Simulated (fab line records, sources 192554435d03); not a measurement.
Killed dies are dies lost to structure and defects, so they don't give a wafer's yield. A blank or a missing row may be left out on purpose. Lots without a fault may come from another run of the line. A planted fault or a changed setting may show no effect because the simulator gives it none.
Chamber matching | flow n5_finfet | N5_BEOL_M6_CMP_52 on cmp-04: 4 sister chambers
The step polishes, stops on SiCOH lowk, t overpolish 6.9 s, target thk 80 nm. 14 wafers are shown with their chamber, then 7 later ones without.

WAFERS WITH THEIR CHAMBER
wafer  | chamber | time_to_endpoint_s (s) | motor_current_A (A) | barrier_field_endpoint_s (s)
L074.1 | 3       | 63.8                   | 6.7                 | 28.6
L074.2 | 2       | 55.0                   | 5.9                 | 28.4
L074.3 | 0       | 62.0                   | 5.5                 | 29.5
L080.2 | 2       | 58.1                   | 6.6                 | 27.5
L080.4 | 1       | 62.6                   | 5.7                 | 28.6
L080.6 | 0       | 61.4                   | 5.7                 | 28.6
L079.1 | 2       | 57.8                   | 5.8                 | 28.5
L079.3 | 0       | 65.7                   | 5.9                 | 29.2
L079.4 | 3       | 62.6                   | 6.5                 | 29.5
L086.1 | 1       | 65.7                   | 6.0                 | 29.4
L086.2 | 3       | 63.0                   | 6.3                 | 28.7
L086.4 | 2       | 56.6                   | 6.1                 | 28.5
L090.3 | 1       | 66.6                   | 6.0                 | 29.2
L090.4 | 3       | 66.8                   | 6.8                 | 28.8

SIGNATURES (means of the wafers above)
reading                  | chamber 0 | chamber 1 | chamber 2 | chamber 3 | scatter within a chamber
time_to_endpoint_s       | 63.033    | 64.967    | 56.875    | 64.050    | 1.91
motor_current_A          | 5.700     | 5.900     | 6.100     | 6.575     | 0.258
barrier_field_endpoint_s | 29.100    | 29.067    | 28.225    | 28.900    | 0.444
Rule: a wafer's distance from a chamber is the root of the sum, over the readings, of the square of ((its reading less the chamber's mean) divided by the reading's scatter). The wafer belongs to the nearest chamber; if the next one is less than 2 further off, it can't be placed. The scatter: the root of (the sum of the squares of (reading less its chamber's mean) over the shown wafers, divided by (wafers less chambers)).

WAFERS WITHOUT THEIR CHAMBER
wafer  | time_to_endpoint_s (s) | motor_current_A (A) | barrier_field_endpoint_s (s)
L090.6 | 62.9                   | 6.1                 | 28.7
L093.4 | 62.5                   | 6.1                 | 29.4
L093.5 | 55.9                   | 6.2                 | 28.3
L093.6 | 64.3                   | 6.5                 | 29.2
L097.1 | 65.4                   | 6.3                 | 29.5
L097.3 | 62.0                   | 6.3                 | 29.2
L097.5 | 58.0                   | 5.9                 | 29.0

WHICH CHAMBER EACH WENT THROUGH
wafer  | from the rows above               | in truth
L090.6 | can't be placed: 1 or 0 or 3 or 2 | 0
L093.4 | can't be placed: 1 or 0 or 3      | 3
L093.5 | 2                                 | 2
L093.6 | can't be placed: 3 or 1           | 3
L097.1 | can't be placed: 1 or 3 or 0      | 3
L097.3 | can't be placed: 3 or 1 or 0 or 2 | 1
L097.5 | can't be placed: 2 or 0 or 1      | 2
Placed correctly: 1 of 7. Can't be placed from these rows: 6 (the true chamber is among the candidates in 6). Placed wrongly: 0.
